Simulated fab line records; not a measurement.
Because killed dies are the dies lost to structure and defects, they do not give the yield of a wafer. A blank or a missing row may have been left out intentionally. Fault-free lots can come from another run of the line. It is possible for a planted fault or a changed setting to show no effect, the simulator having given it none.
fab line records	flow n5-finfet
record: lots: 11	wafers: 30	last-day: 17
route steps=1938 shown PAD_METAL@1893 PASSIVATION@1921
lots that met no fault: from a run of the same line without faults
start-h: hours from the record's opening day to when the first of the lot's shown wafers began	wait-h: how many hours have passed since the lot's step before this one	" unchanged from the row above	L1.1+2: several wafers, shown together as one row	- no value, or no start given	* or withheld: withheld	< > ~ a bound
route shown NAME@n: a module of which the file shows steps, and the number in the route of the first	usual: average and standard deviation across the fault-free wafers	same: alike in all rows	chamber/n: place in a boat	sites: readings site by site	_std_site: standard deviation across them	_edge_site: the outer-site mean with the inner-site mean subtracted	radius-mm: how far each site lies from the wafer's centre	mask NAME#n: copy n	behind: the tool/chamber that last shaped the wafer	hold: cause of the lot's hold/its duration in hours/its outcome	device: the n, p or np transistor that did not switch	end of line: tests run on the same wafers once the route is complete	a step given without rows: its recipe and nothing more	killed: dies that structure and defects cost at the first sort, which is not the same as the wafer's yield	map: a wafer's dies, marking killed ones x, the rest . and places with no die _
set.NAME: the setting that was run; set.NAME@STEP: the one run at that earlier step	model.NAME: the simulator's own value behind a step, which no gauge read
steps of the route over a sample of lots; a table a step, a row a wafer
services: a tool's chamber out of use, with start hour (start-h, from the record's first day; less than 0 if before it), hours out, and reason
== steps ==
step: N5_PASSIVATION_DEGAS_18
recipe: ambient: vacuum	temp-c: 300	time-s: 60
usual: heater-power-w: 481/30	susceptor-temp-C: 300.04/0.18
lot.wafer	tool	chamber	start-h	wait-h	heater-power-w	susceptor-temp-C
L853.1	pvd-sputter-01	-	304.18	0.2	483	300.32
L853.3	"	-	"	"	438	300.22
L853.6	"	-	"	"	464	300.29
L852.1	pvd-sputter-02	-	311.13	0.6	507	300.13
L852.3	"	-	"	"	449	299.92
L852.5	"	-	"	"	435	300.08
L854.3	pvd-sputter-02	-	311.69	0.5	483	299.95
L854.4	"	-	"	"	512	299.79
L854.5	"	-	"	"	495	300.04
L856.2	pvd-sputter-03	-	312.58	0.7	513	299.93
L856.4	"	-	"	"	469	299.96
L856.6	"	-	"	"	517	300.08
L860.2	pvd-sputter-02	-	336.63	0.4	504	299.92
L860.6	"	-	"	"	453	300.15
L861.2	pvd-sputter-01	-	341.16	0.1	448	299.91
L861.6	"	-	"	"	475	299.90
L862.2	pvd-sputter-01	-	353.96	0.6	471	299.99
L862.6	"	-	"	"	468	299.81
L863.4	pvd-sputter-03	-	356.90	0.9	509	300.16
L863.5	"	-	"	"	515	299.86
L863.6	"	-	"	"	515	300.34
L866.1	pvd-sputter-02	-	383.80	0.5	505	300.33
L866.2	"	-	"	"	527	300.03
L866.4	"	-	"	"	489	300.18
L870.2	pvd-sputter-03	-	395.33	0.2	511	299.92
L870.3	"	-	"	"	471	299.93
L870.4	"	-	"	"	464	299.95
L867.3	pvd-sputter-03	-	396.57	0.6	441	299.80
L867.5	"	-	"	"	475	299.84
L867.6	"	-	"	"	445	300.35
step: N5_PASSIVATION_SPUTTER_20
recipe: material: TaN	target-thk-a: 500	temp-c: 25	chamber-pressure-pa: 0.4
usual: susceptor-temp-C: 25.00/0.11	throttle-valve-pct: 30.0/1.2
lot.wafer	tool	chamber	start-h	wait-h	susceptor-temp-C	throttle-valve-pct
L853.1	pvd-sputter-01	-	304.26	0.0	25.11	30.1
L853.3	"	-	"	"	24.91	30.4
L853.6	"	-	"	"	25.03	30.1
L852.1	pvd-sputter-02	-	311.21	0.0	25.01	28.0
L852.3	"	-	"	"	24.97	31.0
L852.5	"	-	"	"	24.92	31.0
L854.3	pvd-sputter-02	-	311.77	0.0	24.97	28.6
L854.4	"	-	"	"	25.01	28.2
L854.5	"	-	"	"	25.18	28.1
L856.2	pvd-sputter-03	-	312.66	0.0	25.07	29.1
L856.4	"	-	"	"	24.96	31.2
L856.6	"	-	"	"	24.86	30.0
L860.2	pvd-sputter-02	-	336.71	0.0	25.16	28.2
L860.6	"	-	"	"	25.04	30.9
L861.2	pvd-sputter-01	-	341.24	0.0	25.05	30.3
L861.6	"	-	"	"	24.98	30.2
L862.2	pvd-sputter-01	-	354.04	0.0	25.07	30.0
L862.6	"	-	"	"	25.14	30.2
L863.4	pvd-sputter-03	-	356.98	0.0	24.82	30.2
L863.5	"	-	"	"	24.92	30.1
L863.6	"	-	"	"	25.05	29.2
L866.1	pvd-sputter-02	-	383.88	0.0	24.96	28.2
L866.2	"	-	"	"	25.03	32.5
L866.4	"	-	"	"	25.08	28.6
L870.2	pvd-sputter-03	-	395.41	0.0	25.08	29.1
L870.3	"	-	"	"	24.87	31.1
L870.4	"	-	"	"	25.01	30.3
L867.3	pvd-sputter-03	-	396.65	0.0	25.07	30.3
L867.5	"	-	"	"	25.18	30.9
L867.6	"	-	"	"	24.98	30.2
step: N5_PASSIVATION_EXPOSE_41
recipe: mask-id: PASS_OPEN	na: 0.55	defocus-nm: 0	source-shape: conventional	sigma-outer: 0.8	polarization: unpolarized	target-cd-nm: 40000	dose-mj: 57.25
lot.wafer	tool	chamber	start-h	wait-h	mask
L853.1+3+6	krf-scanner-01	0	306.54	-	PASS_OPEN#0
L852.1+3+5	krf-scanner-01	0	313.61	-	PASS_OPEN#0
L854.3+4+5	krf-scanner-01	0	314.17	-	PASS_OPEN#0
L856.2+4+6	krf-scanner-02	0	315.05	-	PASS_OPEN#0
L860.2+6	krf-scanner-01	0	338.88	-	PASS_OPEN#0
L861.2+6	krf-scanner-01	0	343.78	-	PASS_OPEN#0
L862.2+6	krf-scanner-01	0	356.30	-	PASS_OPEN#0
L863.4+5+6	krf-scanner-02	0	359.46	-	PASS_OPEN#0
L866.1+2+4	krf-scanner-02	0	386.27	-	PASS_OPEN#0
L870.2+3+4	krf-scanner-02	0	397.80	-	PASS_OPEN#0
L867.3+5+6	krf-scanner-02	0	398.91	-	PASS_OPEN#0
step: N5_PASSIVATION_CD_MEAS_44
recipe: target-cd-nm: 40000	landing-energy-ev: 500	detector: se-inlens
usual: cd-nm: 40000/2.8
lot.wafer	tool	chamber	start-h	wait-h	cd-nm
L853.1	cd-sem-02	0	306.72	-	40002
L853.3	"	0	"	"	39997
L853.6	"	0	"	"	40000
L852.1	cd-sem-03	0	313.79	-	39996
L852.3	"	0	"	"	40001
L852.5	"	0	"	"	40000
L854.3	cd-sem-03	0	314.34	-	40000
L854.4	"	0	"	"	39997
L854.5	"	0	"	"	39999
L856.2	cd-sem-03	0	315.22	-	39994
L856.4	"	0	"	"	39996
L856.6	"	0	"	"	39995
L860.2	cd-sem-01	0	339.05	-	40054
L860.6	"	0	"	"	40003
L861.2	cd-sem-02	0	343.95	-	40050
L861.6	"	0	"	"	39999
L862.2	cd-sem-01	0	356.47	-	40056
L862.6	"	0	"	"	40002
L863.4	cd-sem-02	0	359.62	-	40002
L863.5	"	0	"	"	40003
L863.6	"	0	"	"	40003
L866.1	cd-sem-03	0	386.45	-	39996
L866.2	"	0	"	"	39999
L866.4	"	0	"	"	40001
L870.2	cd-sem-02	0	397.98	-	40000
L870.3	"	0	"	"	40000
L870.4	"	0	"	"	40000
L867.3	cd-sem-03	0	399.08	-	39998
L867.5	"	0	"	"	40001
L867.6	"	0	"	"	40001
step: N5_PASSIVATION_ETCH_54
recipe: chemistry: CHF3/O2	target: SiO2	target-depth-a: 8800	CHF3_flow_sccm: 50	O2_flow_sccm: 5	Ar_flow_sccm: 200	time-s: 440	mask-material: PR	pressure-mtorr: 30	source-w: 650	bias-w: 170	ion-energy-ev: 200
usual: drypump-motor-current-A: 5.8/0.44	oes-product-au: 0.79/0.069	rf-fwd-power-W: 648.8/2	rf-vpp-V: 524/4.9	showerhead-plenum-p-Torr: 2.42/0.086	throttle-valve-pct: 18.75/0.25
lot.wafer	tool	chamber	start-h	wait-h	drypump-motor-current-A	oes-product-au	rf-fwd-power-W	rf-hours-counter-h	rf-vpp-V	showerhead-plenum-p-Torr	throttle-valve-pct
L853.1	rie-diel-04	3	307.25	0.1	5.9	0.82	648.4	68	523	2.43	18.66
L853.3	"	2	"	"	5.5	0.69	650.9	224	522	2.39	19.19
L853.6	"	3	"	"	5.9	0.82	651.9	-	522	2.43	18.70
L852.1	rie-diel-06	1	314.14	0.1	6.0	0.69	651.0	243	522	2.28	18.82
L852.3	"	3	"	"	5.4	0.79	648.4	89	520	2.34	18.44
L852.5	"	2	"	"	5.8	0.83	645.2	-	518	2.35	18.66
L854.3	rie-diel-04	2	314.69	0.1	5.5	0.69	646.9	227	520	2.39	19.18
L854.4	"	1	"	"	5.3	0.76	646.6	123	528	2.52	18.96
L854.5	"	3	"	"	5.8	0.82	648.5	-	523	2.43	18.70
L856.2	rie-diel-06	3	326.38	10.6	5.4	0.79	649.7	90	520	2.34	18.45
L856.4	"	1	"	"	6.0	0.69	650.3	244	520	2.28	18.81
L856.6	"	3	"	"	5.5	0.79	652.0	-	520	2.34	18.45
L860.2	rie-diel-06	1	339.50	0.1	6.0	0.69	649.4	249	521	2.28	18.84
L860.6	"	2	"	"	5.8	0.82	645.1	-	520	2.35	18.66
L861.2	rie-diel-05	1	344.33	0.1	5.9	0.80	648.3	108	523	2.33	18.85
L861.6	"	1	"	"	5.9	0.81	650.3	-	522	2.33	18.86
L862.2	rie-diel-04	1	356.82	0.1	5.3	0.76	652.3	138	528	2.51	18.97
L862.6	"	3	"	"	5.8	0.79	646.4	-	523	2.43	18.73
L863.4	rie-diel-06	2	360.11	0.1	5.8	0.81	647.5	-	520	2.35	18.68
L863.5	"	3	"	"	5.4	0.78	648.3	-	519	2.34	18.46
L863.6	"	0	"	"	5.3	0.77	654.1	-	530	2.52	19.01
L866.1	rie-diel-04	1	386.84	0.1	5.3	0.75	645.1	144	528	2.51	18.98
L866.2	"	3	"	"	5.9	0.79	649.5	96	522	2.42	18.72
L866.4	"	1	"	"	5.3	0.75	647.6	-	529	2.51	18.98
L870.2	rie-diel-06	1	398.40	0.1	6.0	0.97	648.5	10	530	2.57	18.44
L870.3	"	0	"	"	5.3	0.76	648.7	160	528	2.51	19.03
L870.4	"	2	"	"	5.8	0.79	645.6	86	521	2.34	18.72
L867.3	rie-diel-06	1	399.42	0.1	6.0	0.97	652.0	10	531	2.57	18.46
L867.5	"	0	"	"	5.3	0.75	648.2	-	531	2.51	19.03
L867.6	"	3	"	"	5.5	0.76	647.8	-	518	2.33	18.51
step: N5_PASSIVATION_PROBE_49
usual: defect-limited-yield: 91.3/1.4	killed_at_M0_to_M3: 33/10	killed_at_M4_up: 15/6.1	killed-at-contacts: 12/6.7	killed-at-front-end: 39/11	killed-at-other: 4/3.3	killed-dies: 103/16	killed-open: 68/12	killed-short: 34/7.2	sort_bin_5_function: 5.1/0.88	sort_bin_6_memory: 3.3/0.67	sort-n-pass: 1077/16	sort-yield-pct: 91.3/1.4
same: gross-dies: 1180	killed-at-back-side: 0	sort_bin_4_leakage[%]: 0	sort_bin_8_speed[%]: 0
lot.wafer	tool	chamber	start-h	wait-h	defect-limited-yield[%]	killed_at_M0_to_M3	killed_at_M4_up	killed-at-contacts	killed-at-front-end	killed-at-other	killed-dies	killed-open	killed-short	sort_bin_5_function[%]	sort_bin_6_memory[%]	sort-n-pass	sort-yield-pct[%]
L853.1	prober-01	-	310.05	0.0	91.5	26	14	7	45	8	100	60	39	5.3	2.9	1080	91.5
L853.3	prober-01	-	310.15	0.1	90.3	41	20	4	46	4	115	69	44	5.9	3.4	1065	90.3
L853.6	prober-01	-	310.30	0.3	90.8	34	4	7	60	3	108	75	33	5.3	3.2	1072	90.8
L852.1	prober-02	-	316.95	0.0	93.2	24	6	13	30	7	80	52	28	3.4	3.2	1100	93.2
L852.3	prober-02	-	317.05	0.1	91.3	31	10	10	50	2	103	70	32	5.3	3.4	1077	91.3
L852.5	prober-02	-	317.15	0.2	92.1	33	12	7	39	2	93	71	22	4.2	3.4	1087	92.1
L854.3	prober-02	-	317.58	0.1	92.4	30	17	11	28	4	90	67	21	4.7	2.8	1090	92.4
L854.4	prober-02	-	317.63	0.2	88.7	46	12	19	48	8	133	85	45	6.4	4.5	1047	88.7
L854.5	prober-02	-	317.68	0.2	91.1	20	14	25	45	1	105	69	36	5.4	3.3	1075	91.1
L856.2	prober-02	-	329.22	0.1	90.3	26	26	4	57	1	114	87	27	5.6	3.9	1066	90.3
L856.4	prober-02	-	329.32	0.2	90.2	34	18	8	53	3	116	74	42	5.9	3.5	1064	90.2
L856.6	prober-02	-	329.42	0.3	90.4	31	28	7	47	0	113	77	35	4.8	4.3	1067	90.4
L860.2	prober-02	-	342.73	0.1	91.5	19	20	26	30	5	100	71	29	4.7	3.6	1080	91.5
L860.6	prober-02	-	342.93	0.3	91.4	13	21	18	38	11	101	74	26	5.3	2.9	1079	91.4
L861.2	prober-02	-	347.64	0.1	90.3	18	16	12	58	10	114	82	29	5.3	3.5	1066	90.3
L861.6	prober-02	-	347.84	0.3	89.1	43	10	37	34	5	129	83	45	6.7	4.0	1051	89.1
L862.2	prober-01	-	359.70	0.1	92.8	25	24	11	24	1	85	56	27	4.3	2.7	1095	92.8
L862.6	prober-01	-	359.90	0.3	91.4	39	5	6	51	1	102	66	32	5.5	2.9	1078	91.4
L863.4	prober-02	-	362.93	0.2	91.0	29	23	21	30	3	106	73	33	4.8	3.6	1074	91.0
L863.5	prober-02	-	362.98	0.2	90.8	25	25	14	43	1	108	73	35	5.6	3.1	1072	90.8
L863.6	prober-02	-	363.03	0.3	90.0	36	21	29	31	1	118	77	41	5.8	4.0	1062	90.0
L866.1	prober-02	-	389.63	0.0	93.1	35	11	8	24	4	82	49	32	3.2	3.5	1098	93.1
L866.2	prober-02	-	389.68	0.1	93.1	29	10	7	30	5	81	60	21	4.3	2.5	1099	93.1
L866.4	prober-02	-	389.78	0.2	92.7	40	7	8	30	1	86	55	31	4.7	2.3	1094	92.7
L870.2	prober-01	-	401.23	0.1	92.5	11	19	11	44	3	88	55	29	5.2	2.0	1092	92.5
L870.3	prober-01	-	401.28	0.1	88.3	38	23	16	53	8	138	96	41	6.1	5.1	1042	88.3
L870.4	prober-01	-	401.33	0.2	89.6	33	18	14	56	2	123	76	38	4.9	4.6	1057	89.6
L867.3	prober-02	-	402.31	0.1	89.8	47	16	10	46	1	120	87	33	5.2	4.7	1060	89.8
L867.5	prober-02	-	402.41	0.2	87.8	54	17	17	45	11	144	90	54	6.7	5.0	1036	87.8
L867.6	prober-02	-	402.46	0.3	87.7	65	19	12	35	14	145	96	48	6.8	5.1	1035	87.7
killed by level:class
L853.1 FIN_SAQP:geometric-particle:short=11 FIN_SAQP:geometric-particle:open=9 STI_FIN_REVEAL:geometric-particle:open=8 BEOL_M0_SAQP:geometric-particle:short=7 MOL_CONTACT_COAG:geometric-particle:open=6 BEOL_M1:geometric-particle:open=6 ILD0:geometric-particle:short=5 BEOL_M3:geometric-particle:open=4
L853.3 FIN_SAQP:geometric-particle:open=16 BEOL_M0_SAQP:geometric-particle:short=12 BEOL_M0_SAQP:geometric-particle:open=10 FIN_SAQP:geometric-particle:short=9 GATE_CUT:geometric-particle:short=8 BEOL_M3:geometric-particle:open=7 BEOL_M1:geometric-particle:open=6 BEOL_M4:geometric-particle:open=5
L853.6 FIN_SAQP:geometric-particle:open=21 BEOL_M0_SAQP:geometric-particle:short=9 DUMMY_GATE:geometric-particle:open=8 GATE_CUT:geometric-particle:open=7 BEOL_M0_SAQP:geometric-particle:open=7 GATE_CUT:geometric-particle:short=6 BEOL_M1:geometric-particle:open=6 STI_FIN_REVEAL:geometric-particle:open=5
L852.1 MOL_CONTACT_COAG:geometric-particle:open=11 FIN_SAQP:geometric-particle:open=7 FIN_SAQP:geometric-particle:short=7 BEOL_M1:geometric-particle:open=6 BEOL_M2:geometric-particle:open=5 STI_FIN_REVEAL:geometric-particle:open=4 ILD0:geometric-particle:short=4 BEOL_M3:geometric-particle:open=4
L852.3 FIN_SAQP:geometric-particle:open=14 FIN_SAQP:geometric-particle:short=8 MOL_CONTACT_COAG:geometric-particle:open=7 BEOL_M2:geometric-particle:open=7 BEOL_M0:geometric-particle:open=6 ILD0:geometric-particle:open=5 BEOL_M1:geometric-particle:open=5 STARTING-WAFER:geometric-particle:open=5
L852.5 FIN_SAQP:geometric-particle:open=17 DUMMY_GATE:geometric-particle:open=10 BEOL_M2:geometric-particle:open=8 BEOL_M4:geometric-particle:open=6 MOL_CONTACT_COAG:geometric-particle:open=5 BEOL_M0:geometric-particle:open=5 BEOL_M1:geometric-particle:open=5 STI_FIN_REVEAL:geometric-particle:open=4
L854.3 BEOL_M0_SAQP:geometric-particle:open=13 STI_FIN_REVEAL:geometric-particle:open=11 MOL_CONTACT_COAG:geometric-particle:open=9 BEOL_M0_SAQP:geometric-particle:short=9 FIN_SAQP:geometric-particle:open=8 BEOL_M4:geometric-particle:open=5 MIM_TOP:geometric-particle:open=4 FIN_SAQP:geometric-particle:short=3
L854.4 MOL_CONTACT_COAG:geometric-particle:open=17 STI_FIN_REVEAL:geometric-particle:open=16 BEOL_M0_SAQP:geometric-particle:open=16 BEOL_M0_SAQP:geometric-particle:short=15 FIN_SAQP:geometric-particle:open=9 GATE_CUT:geometric-particle:short=6 BEOL_M3:geometric-particle:open=6 STI_FIN_REVEAL:geometric-particle:short=5
L854.5 MOL_CONTACT_COAG:geometric-particle:open=21 STI_FIN_REVEAL:geometric-particle:open=13 FIN_SAQP:geometric-particle:open=5 FIN_SAQP:geometric-particle:short=5 DUMMY_GATE:geometric-particle:open=5 BEOL_M0_SAQP:geometric-particle:short=5 BEOL_M3:geometric-particle:open=4 STI_FIN_REVEAL:geometric-particle:short=4
L856.2 FIN_SAQP:geometric-particle:open=16 BEOL_M4:geometric-particle:open=14 STI_FIN_REVEAL:geometric-particle:open=12 FIN_SAQP:geometric-particle:short=9 BEOL_M0:geometric-particle:open=7 BEOL_M8:geometric-particle:open=6 BEOL_M1:geometric-particle:open=4 BEOL_M2:geometric-particle:open=4
L856.4 GATE_CUT:geometric-particle:short=9 BEOL_M1:geometric-particle:open=9 FIN_SAQP:geometric-particle:open=8 BEOL_M2:geometric-particle:open=7 BEOL_M4:geometric-particle:open=7 STI_FIN_REVEAL:geometric-particle:open=6 MOL_CONTACT_COAG:geometric-particle:open=6 STARTING-WAFER:geometric-particle:short=6
L856.6 BEOL_M4:geometric-particle:open=18 FIN_SAQP:geometric-particle:open=11 GATE_CUT:geometric-particle:short=8 FIN_SAQP:geometric-particle:short=7 MOL_CONTACT_COAG:geometric-particle:open=6 BEOL_M0_SAQP:geometric-particle:short=6 BEOL_M1:geometric-particle:open=6 BEOL_M3:geometric-particle:open=6
L860.2 MOL_CONTACT_COAG:geometric-particle:open=18 GATE_CUT:geometric-particle:open=8 MOL_CONTACT_COAG:geometric-particle:short=8 GATE_CUT:geometric-particle:short=5 BEOL_M0_SAQP:geometric-particle:short=4 BEOL_M3:geometric-particle:open=4 BEOL_M4:geometric-particle:open=4 BEOL_M5:geometric-particle:open=4
L860.6 FIN_SAQP:geometric-particle:open=15 MOL_CONTACT_COAG:geometric-particle:open=14 BEOL_M4:geometric-particle:open=11 FIN_SAQP:geometric-particle:short=8 MIM_TOP_ETCH:geometric-particle:open=5 MOL_CONTACT_COAG:geometric-particle:short=4 BEOL_M3:geometric-particle:open=4 BEOL_M1:geometric-particle:open=3
L861.2 FIN_SAQP:geometric-particle:open=20 FIN_SAQP:geometric-particle:short=11 MOL_CONTACT_COAG:geometric-particle:open=9 BEOL_M2:geometric-particle:open=9 BEOL_M4:geometric-particle:open=6 BEOL_M5:geometric-particle:open=6 STI_FIN_REVEAL:geometric-particle:open=5 STARTING-WAFER:geometric-particle:open=4
L861.6 MOL_CONTACT_COAG:geometric-particle:open=28 BEOL_M0_SAQP:geometric-particle:short=13 BEOL_M2:geometric-particle:open=12 MOL_CONTACT_COAG:geometric-particle:short=9 FIN_SAQP:geometric-particle:open=8 BEOL_M0_SAQP:geometric-particle:open=8 BEOL_M4:geometric-particle:open=6 FIN_SAQP:geometric-particle:short=5
L862.2 STI_FIN_REVEAL:geometric-particle:open=12 BEOL_M4:geometric-particle:open=11 MOL_CONTACT_COAG:geometric-particle:open=8 BEOL_M0_SAQP:geometric-particle:short=7 BEOL_M6:geometric-particle:open=6 BEOL_M0_SAQP:geometric-particle:open=5 STI_FIN_REVEAL:geometric-particle:short=4 BEOL_M2:geometric-particle:open=4
L862.6 STI_FIN_REVEAL:geometric-particle:open=20 BEOL_M0_SAQP:geometric-particle:open=12 BEOL_M0_SAQP:geometric-particle:short=11 BEOL_M3:geometric-particle:open=9 STI_FIN_REVEAL:geometric-particle:short=5 FIN_SAQP:geometric-particle:open=4 FIN_SAQP:geometric-particle:short=4 MOL_CONTACT_COAG:geometric-particle:open=4
L863.4 MOL_CONTACT_COAG:geometric-particle:open=14 BEOL_M1:geometric-particle:open=12 BEOL_M4:geometric-particle:open=12 DUMMY_GATE:geometric-particle:open=9 MOL_CONTACT_COAG:geometric-particle:short=7 BEOL_M2:geometric-particle:open=7 FIN_SAQP:geometric-particle:short=5 STI_FIN_REVEAL:geometric-particle:open=4
L863.5 MOL_CONTACT_COAG:geometric-particle:open=13 BEOL_M4:geometric-particle:open=13 BEOL_M2:geometric-particle:open=11 FIN_SAQP:geometric-particle:short=8 DUMMY_GATE:geometric-particle:open=8 STI_FIN_REVEAL:geometric-particle:open=5 BEOL_M0_SAQP:geometric-particle:short=5 BEOL_M4:geometric-particle:short=5
L863.6 MOL_CONTACT_COAG:geometric-particle:open=22 BEOL_M0_SAQP:geometric-particle:short=10 BEOL_M2:geometric-particle:open=10 DUMMY_GATE:geometric-particle:open=9 BEOL_M4:geometric-particle:open=9 MOL_CONTACT_COAG:geometric-particle:short=7 BEOL_M0_SAQP:geometric-particle:open=6 FIN_SAQP:geometric-particle:short=5
L866.1 BEOL_M0_SAQP:geometric-particle:short=11 BEOL_M1:geometric-particle:open=9 STI_FIN_REVEAL:geometric-particle:open=8 BEOL_M0_SAQP:geometric-particle:open=8 FIN_SAQP:geometric-particle:short=7 MOL_CONTACT_COAG:geometric-particle:open=6 BEOL_M4:geometric-particle:open=3 STI_FIN_REVEAL:geometric-particle:short=2
L866.2 FIN_SAQP:geometric-particle:open=11 BEOL_M0_SAQP:geometric-particle:open=9 MOL_CONTACT_COAG:geometric-particle:open=6 BEOL_M0_SAQP:geometric-particle:short=6 BEOL_M4:geometric-particle:open=6 FIN_SAQP:geometric-particle:short=5 BEOL_M3:geometric-particle:open=5 STI_FIN_REVEAL:geometric-particle:open=4
L866.4 BEOL_M0_SAQP:geometric-particle:open=12 BEOL_M3:geometric-particle:open=11 FIN_SAQP:geometric-particle:short=8 MOL_CONTACT_COAG:geometric-particle:open=6 BEOL_M0_SAQP:geometric-particle:short=6 STI_FIN_REVEAL:geometric-particle:open=5 STARTING-WAFER:geometric-particle:open=5 FIN_SAQP:geometric-particle:open=4
L870.2 FIN_SAQP:geometric-particle:open=14 BEOL_M4:geometric-particle:open=13 FIN_SAQP:geometric-particle:short=8 MOL_CONTACT_COAG:geometric-particle:open=7 STARTING-WAFER:geometric-particle:open=5 STI_FIN_REVEAL:geometric-particle:open=4 MOL_CONTACT_COAG:geometric-particle:short=4 STARTING-WAFER:geometric-particle:short=4
L870.3 FIN_SAQP:geometric-particle:open=13 MOL_CONTACT_COAG:geometric-particle:open=9 FIN_SAQP:geometric-particle:short=8 BEOL_M2:geometric-particle:open=8 BEOL_M1:geometric-particle:open=8 STI_FIN_REVEAL:geometric-particle:open=7 MOL_CONTACT_COAG:geometric-particle:short=7 BEOL_M0_SAQP:geometric-particle:open=7
L870.4 FIN_SAQP:geometric-particle:open=19 BEOL_M0_SAQP:geometric-particle:short=11 FIN_SAQP:geometric-particle:short=10 MOL_CONTACT_COAG:geometric-particle:open=10 BEOL_M0_SAQP:geometric-particle:open=10 BEOL_M4:geometric-particle:open=10 HKMG_FIN:area-etch=8 BEOL_M3:geometric-particle:open=6
L867.3 BEOL_M0_SAQP:geometric-particle:open=15 STI_FIN_REVEAL:geometric-particle:open=13 FIN_SAQP:geometric-particle:short=10 FIN_SAQP:geometric-particle:open=10 BEOL_M3:geometric-particle:open=10 BEOL_M0_SAQP:geometric-particle:short=9 MOL_CONTACT_COAG:geometric-particle:open=8 BEOL_M1:geometric-particle:open=8
L867.5 FIN_SAQP:geometric-particle:short=14 BEOL_M0_SAQP:geometric-particle:short=14 FIN_SAQP:geometric-particle:open=12 BEOL_M3:geometric-particle:open=12 MOL_CONTACT_COAG:geometric-particle:open=12 BEOL_M0_SAQP:geometric-particle:open=10 BEOL_M2:geometric-particle:open=9 MOL_CONTACT_COAG:geometric-particle:short=5
L867.6 BEOL_M0_SAQP:geometric-particle:short=19 BEOL_M0_SAQP:geometric-particle:open=19 BEOL_M3:geometric-particle:open=12 MOL_CONTACT_COAG:geometric-particle:open=11 FIN_SAQP:geometric-particle:open=10 STI_FIN_REVEAL:geometric-particle:open=8 BEOL_M4:geometric-particle:open=7 BEOL_M2:geometric-particle:open=6
== services ==
tool	chamber	start-h	hours	kind
pvd-sputter-02	-	281.56	1.6	repair
krf-scanner-02	-	283.41	3.6	pm
rie-diel-04	3	294.87	1.6	repair
rie-diel-04	0	297.11	5.5	repair
krf-scanner-02	-	303.76	0.8	pm
krf-scanner-02	-	305.23	0.8	repair
krf-scanner-02	-	312.60	1.0	pm
krf-scanner-01	-	328.12	1.0	pm
rie-diel-06	1	343.84	-	clean
rie-diel-06	1	343.84	-	consumable-replace:focus-ring
rie-diel-06	1	343.84	-	consumable-replace:showerhead
rie-diel-06	1	343.84	30.5	scheduled-down
rie-diel-06	1	343.84	30.5	vent-cycle
krf-scanner-02	0	372.95	-	calibration
rie-diel-04	2	385.02	-	clean
rie-diel-04	2	385.02	-	consumable-replace:focus-ring
rie-diel-04	2	385.02	27.7	scheduled-down
rie-diel-04	2	385.02	27.7	vent-cycle
== key ==
first-sign: step: N5_PASSIVATION_CD_MEAS_44	reading: cd-nm	direction: up	sigmas: 13	usual: 40000	struck: 40053
effect none on later readings
met-at N5_PASSIVATION_EXPOSE_41
struck-lots L860,L861,L862
struck-wafers L860.2,L861.2,L862.2
not-acting-at N5_PASSIVATION_DEGAS_18,N5_PASSIVATION_SPUTTER_20,N5_PASSIVATION_ETCH_54
onset-between 314.17 338.88
fault: kind: process-parameter-drift	tool: krf-scanner-01	chamber: -	onset-h: 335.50	steps: N5_PASSIVATION_EXPOSE_41	channel: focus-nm	offset: 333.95	shape: step	end-h: 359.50	scope: struck-wafers-only
